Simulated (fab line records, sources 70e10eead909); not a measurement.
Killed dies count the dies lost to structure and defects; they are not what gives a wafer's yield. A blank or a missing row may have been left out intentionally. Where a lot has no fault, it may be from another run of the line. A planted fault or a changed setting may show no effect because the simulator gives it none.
fab line records	flow nand_harc
record lots=24	wafers=72	last_day=24
route steps=1159 shown A_CONTACT@859
lots with no fault: from the same line, run without faults
start_h: hours from the record's first day to the start of the lot's first wafer shown	wait_h: hours since the lot's step before	" repeats the value in the row above	L1.1+2: a single row standing in for several wafers	- no value present, or no start provided	* or withheld: withheld	< > ~ a bound
route shown NAME@n: NAME is a module with steps in the file, n the number in the route of the first one	usual: mean and standard deviation over wafers with no fault	same: alike in all rows	chamber/n: place in a boat	sites: each site's reading	_std_site: the values' standard deviation	_edge_site: mean of outer sites minus mean of inner sites	radius_mm: how far each site lies from the wafer's centre	mask NAME#n: copy n	behind: the last tool/chamber to shape the wafer	hold: reason for holding the lot/hours on hold/outcome of the hold	device: the transistor (n, p or np) that didn't switch	end of line: the same wafers' tests at the end of the route	where a step has no rows: the recipe by itself	killed: not the wafer's yield, but the dies lost to structure and defects at the first sort	map: a wafer's dies, x killed, . not, _ none there
set.NAME: setting as actually run; set.NAME@STEP: the setting as run at that earlier step	model.NAME: the simulator's own value behind a step, which no gauge read
steps of the route over a sample of lots; a table a step, a row a wafer
services: a tool's chamber out of use, with start hour (start_h, from the record's first day; less than 0 if before it), hours out, and reason
## steps
# step NHARC_A_CONTACT_ETCH_49
# recipe target_depth_a=2600	over_etch_frac=0.3	time_s=475.3	ion_energy_ev=200	n2_flow_sccm=150	h2_flow_sccm=150	ar_flow_sccm=0	rf_w=400	bias_w=150	chemistry=N2/H2
# usual drypump_motor_current_A=5.7/0.51	oes_product_au=0.998/0.015	rf_vpp_V=431.2/2	showerhead_plenum_p_Torr=2.07/0.067	throttle_valve_pct=14.173/0.0083
lot.wafer	tool	chamber	start_h	wait_h	drypump_motor_current_A	oes_product_au	rf_hours_counter_h	rf_vpp_V	showerhead_plenum_p_Torr	throttle_valve_pct
L074.1	rie_diel-04	0	-	-	6.0	1.006	4	429.2	2.01	14.189
L074.6	"	1	"	"	5.0	0.975	-	431.7	2.03	14.175
L074.5	"	2	"	"	5.8	1.001	-	431.9	2.10	14.185
L076.4	rie_diel-04	3	-	-	5.4	1.025	12	432.7	2.14	14.171
L076.5	"	2	"	"	5.8	1.015	-	430.9	2.10	14.166
L076.6	"	3	"	"	5.4	1.009	-	432.7	2.14	14.177
L075.3	rie_diel-04	3	-	-	5.5	1.029	13	432.5	2.14	14.181
L075.1	"	1	"	"	5.1	0.972	12	430.1	2.03	14.174
L075.6	"	2	"	"	5.8	1.013	-	431.5	2.10	14.173
L077.1	rie_diel-05	1	-	-	5.2	0.997	8	435.5	2.19	14.174
L077.6	"	1	"	"	5.2	0.997	-	435.1	2.19	14.183
L077.4	"	2	"	"	6.3	1.015	-	434.0	2.08	14.177
L078.1	rie_diel-04	2	-	-	5.8	1.004	13	431.8	2.10	14.161
L078.5	"	1	"	"	5.1	0.974	-	430.4	2.03	14.180
L078.6	"	2	"	"	5.8	1.004	-	432.6	2.10	14.171
L079.1	rie_diel-07	0	-	-	5.1	0.991	59	433.7	2.20	14.194
L079.2	"	2	"	"	6.6	1.006	53	429.1	2.00	14.182
L079.6	"	0	"	"	5.1	1.002	-	435.1	2.20	14.165
L082.1	rie_diel-04	2	-	-	5.8	1.003	18	432.8	2.10	14.169
L082.4	"	3	"	"	5.4	1.016	19	433.6	2.14	14.180
L082.6	"	1	"	"	5.1	0.981	-	429.0	2.02	14.183
L084.4	rie_diel-04	2	-	-	5.8	1.001	19	432.1	2.10	14.157
L084.2	"	0	"	"	6.0	1.006	19	431.2	2.01	14.173
L084.6	"	2	"	"	5.8	1.016	-	431.5	2.10	14.161
L081.3	rie_diel-07	2	-	-	6.6	0.989	4	428.7	2.00	14.169
L081.2	"	3	"	"	5.1	0.985	3	430.7	2.04	14.176
L081.6	"	2	"	"	6.6	0.992	-	429.2	2.00	14.173
L083.2	rie_diel-04	1	-	-	5.1	0.993	20	428.5	2.02	14.166
L083.1	"	0	"	"	6.0	1.010	20	430.6	2.01	14.180
L083.6	"	2	"	"	5.8	1.010	-	432.3	2.10	14.167
L080.3	rie_diel-05	3	-	-	6.3	0.987	29	429.1	1.97	14.178
L080.1	"	2	"	"	6.3	0.996	27	431.1	2.07	14.183
L080.5	"	3	"	"	6.3	1.006	-	430.7	1.97	14.167
L087.4	rie_diel-04	2	-	-	5.8	1.003	23	432.1	2.09	14.170
L087.1	"	0	"	"	6.0	1.011	24	429.2	2.01	14.179
L087.6	"	3	"	"	5.4	1.017	-	434.2	2.14	14.172
L086.2	rie_diel-05	3	-	-	6.3	0.995	37	426.7	1.97	14.170
L086.1	"	0	"	"	6.4	0.975	37	427.6	1.99	14.154
L086.5	"	3	"	"	6.3	0.988	-	429.2	1.97	14.188
L089.1	rie_diel-07	0	-	-	5.1	0.984	14	434.1	2.19	14.153
L089.4	"	2	"	"	6.6	0.993	15	428.5	1.99	14.169
L089.6	"	0	"	"	5.1	0.995	-	434.4	2.19	14.183
L085.3	rie_diel-04	2	-	-	5.8	1.004	26	432.9	2.09	14.171
L085.1	"	3	"	"	5.4	1.019	27	433.6	2.14	14.163
L085.2	"	1	"	"	5.0	0.987	27	430.7	2.02	14.160
L088.2	rie_diel-04	3	-	-	5.4	1.013	28	433.6	2.14	14.178
L088.3	"	0	"	"	6.0	1.013	24	430.0	2.01	14.180
L088.6	"	3	"	"	5.5	1.016	-	432.8	2.14	14.173
L091.4	rie_diel-04	3	-	-	5.4	1.021	29	432.7	2.14	14.178
L091.6	"	0	"	"	6.0	1.017	-	429.3	2.01	14.162
L091.5	"	1	"	"	5.0	0.980	-	431.2	2.02	14.160
L090.1	rie_diel-04	2	-	-	5.8	1.005	29	431.2	2.09	14.165
L090.3	"	3	"	"	5.4	1.007	30	433.2	2.14	14.170
L090.6	"	2	"	"	5.8	1.001	-	433.4	2.09	14.175
L092.4	rie_diel-05	0	-	-	6.3	0.983	47	428.8	1.98	14.167
L092.3	"	3	"	"	6.3	1.008	48	429.7	1.97	14.172
L092.6	"	1	"	"	5.3	0.989	-	433.8	2.18	14.178
L093.4	rie_diel-07	1	-	-	4.9	0.976	24	432.2	2.06	14.163
L093.2	"	2	"	"	6.6	0.999	23	429.1	1.99	14.194
L093.3	"	0	"	"	5.1	0.979	23	436.8	2.19	14.163
L094.2	rie_diel-04	0	-	-	5.9	1.006	3	429.9	2.00	14.166
L094.1	"	1	"	"	5.0	1.000	2	429.1	2.02	14.182
L094.5	"	2	"	"	5.8	1.009	-	432.5	2.09	14.163
L095.1	rie_diel-07	1	-	-	4.9	0.991	30	429.8	2.05	14.175
L095.3	"	0	"	"	5.1	0.983	28	434.0	2.18	14.171
L095.6	"	2	"	"	6.6	0.989	-	427.7	1.99	14.175
L096.1	rie_diel-05	3	-	-	6.3	0.998	59	428.0	1.96	14.171
L096.2	"	0	"	"	6.3	0.977	61	427.5	1.98	14.177
L096.6	"	1	"	"	5.2	0.979	-	433.2	2.17	14.167
L097.3	rie_diel-05	0	-	-	6.3	0.987	62	429.1	1.98	14.172
L097.4	"	1	"	"	5.2	0.990	58	433.1	2.17	14.166
L097.6	"	2	"	"	6.3	1.005	-	431.6	2.06	14.176
# step NHARC_A_CONTACT_ETCH_117
# recipe source_w=withheld	pressure_mtorr=20	bias_v=3000	time_s=94	target_depth_a=9220	ar_flow_sccm=withheld	c4f8_flow_sccm=withheld	o2_flow_sccm=withheld	chemistry=C4F8/O2/Ar
lot.wafer	tool	chamber	start_h	wait_h	rf_hours_counter_h
L074.1	har_cap_etch-03	1	356.48	0.1	79
L074.6	"	0	"	"	-
L074.5	"	1	"	"	-
L076.4	har_cap_etch-01	1	378.47	0.1	-
L076.6	"	0	"	"	-
L076.5	"	1	"	"	-
L075.1	har_cap_etch-02	0	383.24	0.1	11
L075.3	"	1	"	"	-
L075.6	"	0	"	"	-
L077.1	har_cap_etch-03	0	384.75	0.1	84
L077.4	"	1	"	"	-
L077.6	"	1	"	"	-
L078.1	har_cap_etch-03	0	389.02	0.1	86
L078.5	"	0	"	"	-
L078.6	"	1	"	"	-
L079.2	har_cap_etch-01	0	393.39	0.1	59
L079.1	"	1	"	"	59
L079.6	"	1	"	"	-
L082.1	har_cap_etch-02	1	411.59	0.1	17
L082.4	"	1	"	"	-
L082.6	"	1	"	"	-
L084.2	har_cap_etch-03	0	422.39	0.1	90
L084.4	"	1	"	"	-
L084.6	"	1	"	"	-
L081.2	har_cap_etch-02	1	424.03	0.1	18
L081.3	"	0	"	"	-
L081.6	"	0	"	"	-
L083.1	har_cap_etch-01	1	424.89	0.1	64
L083.2	"	0	"	"	64
L083.6	"	1	"	"	-
L080.1	har_cap_etch-02	0	427.98	0.1	20
L080.3	"	1	"	"	-
L080.5	"	1	"	"	-
L087.1	har_cap_etch-02	1	448.31	0.1	23
L087.4	"	1	"	"	-
L087.6	"	0	"	"	-
L086.1	har_cap_etch-01	0	448.80	0.1	68
L086.2	"	1	"	"	68
L086.5	"	1	"	"	-
L089.1	har_cap_etch-01	0	456.64	0.1	70
L089.4	"	0	"	"	-
L089.6	"	1	"	"	-
L085.1	har_cap_etch-02	0	457.86	0.1	26
L085.2	"	1	"	"	26
L085.3	"	0	"	"	-
L088.2	har_cap_etch-03	0	460.88	0.1	96
L088.3	"	0	"	"	-
L088.6	"	0	"	"	-
L091.4	har_cap_etch-03	0	464.79	0.1	-
L091.5	"	1	"	"	-
L091.6	"	0	"	"	-
L090.1	har_cap_etch-02	0	466.13	0.1	27
L090.3	"	1	"	"	-
L090.6	"	0	"	"	-
L092.3	har_cap_etch-03	1	474.56	0.1	-
L092.4	"	0	"	"	-
L092.6	"	0	"	"	-
L093.2	har_cap_etch-02	1	476.38	0.1	29
L093.4	"	0	"	"	-
L093.3	"	1	"	"	-
L094.1	har_cap_etch-01	0	492.17	0.1	78
L094.2	"	1	"	"	78
L094.5	"	1	"	"	-
L095.1	har_cap_etch-03	0	493.28	0.1	103
L095.3	"	0	"	"	-
L095.6	"	1	"	"	-
L096.1	har_cap_etch-02	0	507.00	0.1	34
L096.2	"	1	"	"	34
L096.6	"	1	"	"	-
L097.4	har_cap_etch-01	0	511.20	0.1	-
L097.3	"	1	"	"	-
L097.6	"	0	"	"	-
# step NHARC_A_CONTACT_ETCH_121
# recipe source_w=withheld	pressure_mtorr=20	bias_v=3000	time_s=94	target_depth_a=9220	ar_flow_sccm=withheld	c4f8_flow_sccm=withheld	o2_flow_sccm=withheld	chemistry=C4F8/O2/Ar
lot.wafer	tool	chamber	start_h	wait_h	rf_hours_counter_h
L074.1	har_cap_etch-03	1	356.96	0.1	80
L074.6	"	0	"	"	-
L074.5	"	1	"	"	-
L076.4	har_cap_etch-01	1	378.84	0.1	-
L076.6	"	0	"	"	-
L076.5	"	1	"	"	-
L075.1	har_cap_etch-02	0	383.60	0.1	12
L075.3	"	1	"	"	-
L075.6	"	0	"	"	-
L077.1	har_cap_etch-03	0	385.23	0.1	85
L077.4	"	1	"	"	-
L077.6	"	1	"	"	-
L078.1	har_cap_etch-03	0	389.51	0.1	86
L078.5	"	0	"	"	-
L078.6	"	1	"	"	-
L079.2	har_cap_etch-01	0	393.76	0.1	60
L079.1	"	1	"	"	60
L079.6	"	1	"	"	-
L082.1	har_cap_etch-02	1	411.95	0.1	18
L082.4	"	1	"	"	-
L082.6	"	1	"	"	-
L084.2	har_cap_etch-03	0	422.76	0.1	90
L084.4	"	1	"	"	-
L084.6	"	1	"	"	-
L081.2	har_cap_etch-02	1	424.39	0.1	19
L081.3	"	0	"	"	-
L081.6	"	0	"	"	-
L083.1	har_cap_etch-01	1	425.26	0.1	64
L083.2	"	0	"	"	64
L083.6	"	1	"	"	-
L080.1	har_cap_etch-02	0	428.34	0.1	20
L080.3	"	1	"	"	-
L080.5	"	1	"	"	-
L087.1	har_cap_etch-02	1	448.67	0.1	23
L087.4	"	1	"	"	-
L087.6	"	0	"	"	-
L086.1	har_cap_etch-01	0	449.16	0.1	69
L086.2	"	1	"	"	69
L086.5	"	1	"	"	-
L089.1	har_cap_etch-01	0	457.01	0.1	70
L089.4	"	0	"	"	-
L089.6	"	1	"	"	-
L085.1	har_cap_etch-02	0	458.23	0.1	26
L085.2	"	1	"	"	26
L085.3	"	0	"	"	-
L088.2	har_cap_etch-03	0	461.37	0.1	96
L088.3	"	0	"	"	-
L088.6	"	0	"	"	-
L091.4	har_cap_etch-03	0	465.28	0.1	-
L091.5	"	1	"	"	-
L091.6	"	0	"	"	-
L090.1	har_cap_etch-02	0	466.49	0.1	28
L090.3	"	1	"	"	-
L090.6	"	0	"	"	-
L092.3	har_cap_etch-03	1	475.04	0.1	-
L092.4	"	0	"	"	-
L092.6	"	0	"	"	-
L093.2	har_cap_etch-02	1	476.74	0.1	30
L093.4	"	0	"	"	-
L093.3	"	1	"	"	-
L094.1	har_cap_etch-01	0	492.54	0.1	79
L094.2	"	1	"	"	79
L094.5	"	1	"	"	-
L095.1	har_cap_etch-03	0	493.64	0.1	104
L095.3	"	0	"	"	-
L095.6	"	1	"	"	-
L096.1	har_cap_etch-02	0	507.36	0.1	34
L096.2	"	1	"	"	34
L096.6	"	1	"	"	-
L097.4	har_cap_etch-01	0	511.57	0.1	-
L097.3	"	1	"	"	-
L097.6	"	0	"	"	-
# step NHARC_A_CONTACT_CD_MEAS_53
# usual cd_nm=189.4/0.95
lot.wafer	tool	chamber	start_h	wait_h	cd_nm
L074.1	cd_sem-02	-	358.16	-	189.1
L074.5	"	-	"	"	188.4
L074.6	"	-	"	"	189.6
L076.4	cd_sem-01	-	379.84	-	190.6
L076.5	"	-	"	"	190.7
L076.6	"	-	"	"	190.6
L075.1	cd_sem-01	-	384.61	-	186.6
L075.3	"	-	"	"	188.9
L075.6	"	-	"	"	186.6
L077.1	cd_sem-03	-	386.40	-	190.3
L077.4	"	-	"	"	189.2
L077.6	"	-	"	"	190.1
L078.1	cd_sem-01	-	390.68	-	190.1
L078.5	"	-	"	"	189.3
L078.6	"	-	"	"	190.3
L079.1	cd_sem-02	-	394.77	-	190.8
L079.2	"	-	"	"	189.4
L079.6	"	-	"	"	190.6
L082.1	cd_sem-02	-	412.95	-	186.3
L082.4	"	-	"	"	188.3
L082.6	"	-	"	"	186.4
L084.2	cd_sem-02	-	423.74	-	190.7
L084.4	"	-	"	"	189.8
L084.6	"	-	"	"	190.2
L081.2	cd_sem-01	-	425.40	-	190.2
L081.3	"	-	"	"	191.5
L081.6	"	-	"	"	190.1
L083.1	cd_sem-01	-	426.26	-	189.8
L083.2	"	-	"	"	190.5
L083.6	"	-	"	"	189.3
L080.1	cd_sem-02	-	429.33	-	189.3
L080.3	"	-	"	"	190.5
L080.5	"	-	"	"	188.7
L087.1	cd_sem-01	-	449.69	-	190.3
L087.4	"	-	"	"	190.2
L087.6	"	-	"	"	190.3
L086.1	cd_sem-03	-	450.22	-	189.5
L086.2	"	-	"	"	190.2
L086.5	"	-	"	"	189.3
L089.1	cd_sem-01	-	458.05	-	189.6
L089.4	"	-	"	"	189.5
L089.6	"	-	"	"	189.6
L085.1	cd_sem-02	-	459.28	-	189.5
L085.2	"	-	"	"	188.4
L085.3	"	-	"	"	188.8
L088.2	cd_sem-02	-	462.73	-	189.4
L088.3	"	-	"	"	188.9
L088.6	"	-	"	"	189.2
L091.4	cd_sem-01	-	466.40	-	189.7
L091.5	"	-	"	"	189.8
L091.6	"	-	"	"	189.0
L090.1	cd_sem-03	-	467.51	-	188.4
L090.3	"	-	"	"	189.9
L090.6	"	-	"	"	189.3
L092.3	cd_sem-02	-	476.18	-	189.5
L092.4	"	-	"	"	189.9
L092.6	"	-	"	"	189.7
L093.2	cd_sem-03	-	477.75	-	189.1
L093.3	"	-	"	"	190.0
L093.4	"	-	"	"	190.1
L094.1	cd_sem-02	-	493.54	-	189.2
L094.2	"	-	"	"	189.7
L094.5	"	-	"	"	188.7
L095.1	cd_sem-01	-	494.63	-	189.5
L095.3	"	-	"	"	190.9
L095.6	"	-	"	"	189.8
L096.1	cd_sem-02	-	508.36	-	190.3
L096.2	"	-	"	"	190.1
L096.6	"	-	"	"	189.3
L097.3	cd_sem-01	-	512.54	-	188.8
L097.4	"	-	"	"	189.2
L097.6	"	-	"	"	189.6
# step NHARC_A_CONTACT_ETCH_131
# recipe source_w=withheld	pressure_mtorr=20	bias_v=1200	time_s=155	target_depth_a=9560	ar_flow_sccm=withheld	c4f8_flow_sccm=withheld	o2_flow_sccm=withheld	chemistry=C4F8/O2/Ar
lot.wafer	tool	chamber	start_h	wait_h	rf_hours_counter_h
L074.1	har_cap_etch-03	0	367.17	0.2	82
L074.6	"	1	"	"	-
L074.5	"	0	"	"	-
L076.4	har_cap_etch-02	0	386.34	0.1	-
L076.5	"	0	"	"	-
L076.6	"	1	"	"	-
L075.1	har_cap_etch-01	1	390.52	0.1	58
L075.3	"	0	"	"	-
L075.6	"	1	"	"	-
L077.1	har_cap_etch-02	0	394.21	0.1	15
L077.4	"	0	"	"	-
L077.6	"	1	"	"	-
L078.1	har_cap_etch-01	0	397.96	0.1	61
L078.5	"	0	"	"	-
L078.6	"	1	"	"	-
L079.1	har_cap_etch-02	0	400.98	0.1	16
L079.2	"	1	"	"	16
L079.6	"	0	"	"	-
L082.1	har_cap_etch-01	1	419.88	0.1	63
L082.4	"	0	"	"	-
L082.6	"	0	"	"	-
L084.2	har_cap_etch-01	0	430.11	0.1	65
L084.4	"	1	"	"	-
L084.6	"	1	"	"	-
L081.2	har_cap_etch-03	0	432.18	0.1	92
L081.3	"	0	"	"	-
L081.6	"	1	"	"	-
L083.2	har_cap_etch-02	1	432.42	0.1	21
L083.1	"	0	"	"	21
L083.6	"	0	"	"	-
L080.1	har_cap_etch-01	1	435.74	0.1	67
L080.3	"	1	"	"	-
L080.5	"	1	"	"	-
L087.1	har_cap_etch-03	0	456.55	0.2	95
L087.4	"	1	"	"	-
L087.6	"	0	"	"	-
L086.1	har_cap_etch-02	1	456.65	0.1	25
L086.2	"	0	"	"	25
L086.5	"	1	"	"	-
L089.1	har_cap_etch-01	0	465.21	0.1	72
L089.4	"	0	"	"	-
L089.6	"	1	"	"	-
L085.1	har_cap_etch-01	0	467.35	0.1	73
L085.2	"	1	"	"	73
L085.3	"	1	"	"	-
L088.2	har_cap_etch-03	1	469.48	0.2	99
L088.3	"	1	"	"	-
L088.6	"	1	"	"	-
L091.4	har_cap_etch-01	0	474.08	0.1	-
L091.6	"	0	"	"	-
L091.5	"	1	"	"	-
L090.1	har_cap_etch-03	0	477.60	0.2	101
L090.3	"	0	"	"	-
L090.6	"	1	"	"	-
L092.4	har_cap_etch-01	0	484.65	0.1	-
L092.3	"	1	"	"	-
L092.6	"	1	"	"	-
L093.2	har_cap_etch-03	1	486.52	0.1	102
L093.4	"	0	"	"	-
L093.3	"	1	"	"	-
L094.2	har_cap_etch-03	0	499.65	0.1	105
L094.1	"	1	"	"	105
L094.5	"	0	"	"	-
L095.1	har_cap_etch-02	0	500.45	0.1	33
L095.3	"	1	"	"	-
L095.6	"	1	"	"	-
L096.2	har_cap_etch-03	0	514.02	0.1	107
L096.1	"	1	"	"	107
L096.6	"	1	"	"	-
L097.3	har_cap_etch-03	0	518.90	0.1	-
L097.4	"	1	"	"	-
L097.6	"	1	"	"	-
# step NHARC_A_CONTACT_ETCH_106
# recipe target_depth_a=600	overetch_a=60	time_s=33	ion_energy_ev=100	cf4_flow_sccm=80	o2_flow_sccm=20	ar_flow_sccm=0	rf_w=300	bias_w=100	chemistry=CF4/O2
# usual drypump_motor_current_A=5.6/0.59	o2_flow_sccm=19.99/0.056	oes_product_au=0.995/0.013	rf_vpp_V=198.0/1.2	showerhead_plenum_p_Torr=1.35/0.045	throttle_valve_pct=13.396/0.0083
lot.wafer	tool	chamber	start_h	wait_h	drypump_motor_current_A	o2_flow_sccm	oes_product_au	rf_hours_counter_h	rf_vpp_V	showerhead_plenum_p_Torr	throttle_valve_pct
L074.1	rie_diel-07	3	368.84	0.1	5.1	19.96	0.993	48	198.2	1.34	13.400
L074.5	"	1	"	"	4.9	19.94	0.989	-	197.2	1.35	13.392
L074.6	"	3	"	"	5.1	20.00	0.998	-	197.3	1.34	13.399
L076.4	rie_diel-04	1	388.11	0.0	5.0	19.98	0.970	14	196.5	1.33	13.403
L076.6	"	1	"	"	5.0	19.87	0.967	-	197.8	1.33	13.397
L076.5	"	2	"	"	5.8	19.96	1.012	-	197.3	1.37	13.394
L075.1	rie_diel-04	3	392.08	0.1	5.4	20.21	1.007	15	199.1	1.40	13.387
L075.3	"	0	"	"	6.0	20.02	1.011	14	197.7	1.32	13.400
L075.6	"	2	"	"	5.8	19.94	1.005	-	197.5	1.37	13.409
L077.1	rie_diel-07	2	395.90	0.1	6.6	20.04	1.005	55	197.9	1.31	13.411
L077.4	"	3	"	"	5.1	20.07	1.000	56	197.7	1.34	13.386
L077.6	"	1	"	"	4.9	20.12	0.986	-	198.1	1.35	13.403
L078.1	rie_diel-05	0	399.81	0.1	6.3	19.89	0.992	21	196.0	1.31	13.392
L078.6	"	3	"	"	6.3	19.97	0.988	-	198.9	1.30	13.396
L078.5	"	0	"	"	6.3	19.98	0.987	-	196.1	1.31	13.397
L079.2	rie_diel-04	1	402.36	0.1	5.0	19.85	0.969	17	198.7	1.33	13.393
L079.1	"	2	"	"	5.8	20.07	1.000	17	199.6	1.37	13.406
L079.6	"	0	"	"	5.9	20.07	1.007	-	197.5	1.32	13.401
L082.4	rie_diel-05	1	421.84	0.0	5.2	20.01	0.985	26	200.0	1.43	13.386
L082.1	"	0	"	"	6.3	19.95	0.990	30	196.1	1.30	13.394
L082.6	"	1	"	"	5.2	20.05	0.991	-	200.5	1.43	13.393
L084.2	rie_diel-05	3	431.49	0.1	6.3	19.99	1.010	31	197.8	1.29	13.394
L084.4	"	0	"	"	6.3	20.07	0.987	32	196.6	1.30	13.393
L084.6	"	2	"	"	6.3	20.00	1.002	-	198.2	1.35	13.408
L081.2	rie_diel-07	2	433.54	0.1	6.6	20.00	0.995	7	196.1	1.31	13.385
L081.3	"	3	"	"	5.1	19.98	0.986	5	198.5	1.34	13.381
L081.6	"	3	"	"	5.1	19.91	0.988	-	197.9	1.34	13.396
L083.2	rie_diel-05	2	433.79	0.0	6.3	19.91	1.009	29	198.7	1.35	13.386
L083.1	"	0	"	"	6.3	20.05	0.980	33	198.8	1.30	13.403
L083.6	"	3	"	"	6.3	19.99	1.001	-	196.4	1.29	13.407
L080.3	rie_diel-07	2	437.37	0.1	6.6	20.03	0.978	7	197.0	1.31	13.405
L080.1	"	3	"	"	5.1	20.01	0.980	6	196.9	1.34	13.406
L080.5	"	1	"	"	4.9	19.93	0.990	-	196.7	1.35	13.395
L086.1	rie_diel-05	3	458.43	0.3	6.3	19.89	1.009	43	196.6	1.29	13.386
L086.2	"	2	"	"	6.2	19.97	0.999	39	198.4	1.35	13.393
L086.5	"	0	"	"	6.3	20.06	0.996	-	196.7	1.30	13.388
L087.1	rie_diel-05	2	458.46	0.3	6.3	20.04	0.998	39	198.0	1.35	13.394
L087.4	"	3	"	"	6.3	19.99	0.999	43	194.9	1.29	13.396
L087.6	"	2	"	"	6.3	20.03	0.993	-	199.8	1.35	13.401
L089.4	rie_diel-05	2	466.67	0.1	6.2	20.00	0.991	45	197.3	1.35	13.395
L089.1	"	1	"	"	5.2	19.97	0.989	42	199.5	1.42	13.401
L089.6	"	3	"	"	6.3	20.00	1.015	-	197.5	1.29	13.384
L085.1	rie_diel-07	0	469.12	0.1	5.0	20.06	0.986	22	199.5	1.43	13.391
L085.2	"	1	"	"	4.9	20.01	0.990	23	198.3	1.35	13.389
L085.3	"	2	"	"	6.6	20.02	1.008	21	196.9	1.30	13.396
L088.2	rie_diel-05	1	471.05	0.1	5.2	19.92	0.980	43	199.0	1.42	13.397
L088.3	"	2	"	"	6.2	19.91	0.996	46	197.7	1.35	13.396
L088.6	"	3	"	"	6.3	20.05	1.012	-	196.8	1.29	13.385
L091.4	rie_diel-07	3	475.72	0.1	5.1	20.01	0.985	23	198.5	1.33	13.383
L091.5	"	0	"	"	5.1	19.94	0.984	-	198.8	1.43	13.403
L091.6	"	1	"	"	4.9	19.98	0.986	-	198.1	1.34	13.388
L090.1	rie_diel-07	0	479.15	0.1	5.1	19.98	0.973	26	200.4	1.43	13.397
L090.3	"	1	"	"	4.9	20.08	0.980	28	198.1	1.34	13.398
L090.6	"	1	"	"	4.9	20.07	0.979	-	197.9	1.34	13.390
L092.4	rie_diel-04	1	485.98	0.1	5.0	20.02	1.012	2	196.5	1.32	13.404
L092.3	"	2	"	"	5.7	20.00	1.020	2	198.7	1.37	13.414
L092.6	"	0	"	"	6.0	19.96	1.019	-	197.3	1.31	13.408
L093.4	rie_diel-04	0	487.97	0.0	6.0	20.01	1.004	3	196.3	1.31	13.388
L093.2	"	1	"	"	5.1	19.99	0.992	2	197.3	1.32	13.393
L093.3	"	3	"	"	5.4	20.01	0.980	3	198.3	1.40	13.403
L094.2	rie_diel-07	1	501.10	0.1	4.9	20.01	1.004	35	197.2	1.34	13.390
L094.1	"	2	"	"	6.6	20.02	0.987	33	196.9	1.30	13.376
L094.5	"	0	"	"	5.1	19.95	0.990	-	199.9	1.42	13.399
L095.3	rie_diel-04	2	501.82	0.1	5.8	20.05	1.014	5	197.8	1.37	13.381
L095.1	"	0	"	"	6.0	19.93	1.012	5	199.6	1.31	13.392
L095.6	"	1	"	"	5.0	19.96	1.002	-	197.0	1.32	13.399
L096.1	rie_diel-07	2	515.39	0.1	6.6	20.04	0.984	38	196.8	1.30	13.397
L096.2	"	1	"	"	4.9	19.98	0.981	40	198.9	1.34	13.396
L096.6	"	2	"	"	6.6	19.95	0.979	-	196.7	1.30	13.402
L097.3	rie_diel-04	2	520.21	0.1	5.8	19.99	1.030	8	199.4	1.37	13.398
L097.4	"	1	"	"	5.1	19.98	0.996	7	196.9	1.32	13.407
L097.6	"	2	"	"	5.8	20.08	1.014	-	197.8	1.37	13.393
## services
tool	chamber	start_h	hours	kind
rie_diel-05	0	337.34	6.3	repair
rie_diel-05	-	340.62	9.0	pm
rie_diel-04	0	347.08	-	clean
rie_diel-04	1	347.08	-	clean
rie_diel-04	2	347.08	-	clean
rie_diel-04	3	347.08	-	clean
rie_diel-04	0	371.71	-	clean
rie_diel-04	1	371.71	-	clean
rie_diel-04	2	371.71	-	clean
rie_diel-04	3	371.71	-	clean
rie_diel-07	3	379.10	4.6	repair
rie_diel-05	3	379.32	4.2	repair
rie_diel-04	0	396.21	-	clean
rie_diel-04	1	396.21	-	clean
rie_diel-04	2	396.21	-	clean
rie_diel-04	3	396.21	-	clean
rie_diel-04	0	420.79	-	clean
rie_diel-04	1	420.79	-	clean
rie_diel-04	2	420.79	-	clean
rie_diel-04	0	449.74	7.2	repair
rie_diel-04	-	466.09	9.0	pm
rie_diel-07	-	485.60	0.7	repair
rie_diel-05	2	515.72	8.9	repair
rie_diel-05	-	517.62	9.0	pm
## key
fault none
